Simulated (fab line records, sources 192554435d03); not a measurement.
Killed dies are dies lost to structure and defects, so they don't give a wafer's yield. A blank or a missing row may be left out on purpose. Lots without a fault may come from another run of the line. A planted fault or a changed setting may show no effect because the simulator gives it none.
Chamber matching | flow n5_finfet | N5_HKMG_FIN_ALD_74 on ald_hk-03: 4 sister chambers
The step deposits La2O3, target thk 0.5 nm, pulse time 6 s, co reactant pulse time 1 s. 8 wafers are shown with their chamber, then 9 later ones without.

WAFERS WITH THEIR CHAMBER
wafer  | chamber | heater_power_outer_w (W) | heater_power_w (W)
L078.4 | 1       | 181                      | 342
L086.3 | 1       | 183                      | 350
L086.5 | 2       | 196                      | 365
L088.1 | 2       | 192                      | 359
L088.4 | 0       | 207                      | 377
L089.1 | 3       | 214                      | 387
L089.2 | 0       | 207                      | 381
L089.6 | 3       | 219                      | 385

WAFERS WITHOUT THEIR CHAMBER
wafer  | heater_power_outer_w (W) | heater_power_w (W)
L093.1 | 209                      | 371
L093.2 | 216                      | 392
L093.5 | 183                      | 343
L094.1 | 217                      | 382
L094.3 | 192                      | 357
L094.5 | 219                      | 380
L097.2 | 206                      | 378
L097.3 | 222                      | 381
L097.5 | 222                      | 379

WHICH CHAMBER EACH WENT THROUGH
wafer  | from the rows above | in truth
L093.1 | 0                   | 0
L093.2 | 3                   | 3
L093.5 | 1                   | 1
L094.1 | 3                   | 3
L094.3 | 2                   | 2
L094.5 | 3                   | 3
L097.2 | 0                   | 0
L097.3 | 3                   | 3
L097.5 | 3                   | 3
Placed correctly: 9 of 9. Can't be placed from these rows: 0. Placed wrongly: 0.
How it was worked out, from the rows above alone: a wafer's distance from a chamber is the root of the sum, over the readings, of the square of ((its reading less the chamber's mean) divided by the reading's scatter). The wafer belongs to the nearest chamber; if the next one is less than 2 further off, it can't be placed. A chamber's mean is the mean of its shown wafers. The scatter: the root of (the sum of the squares of (reading less its chamber's mean) over the shown wafers, divided by (wafers less chambers)).
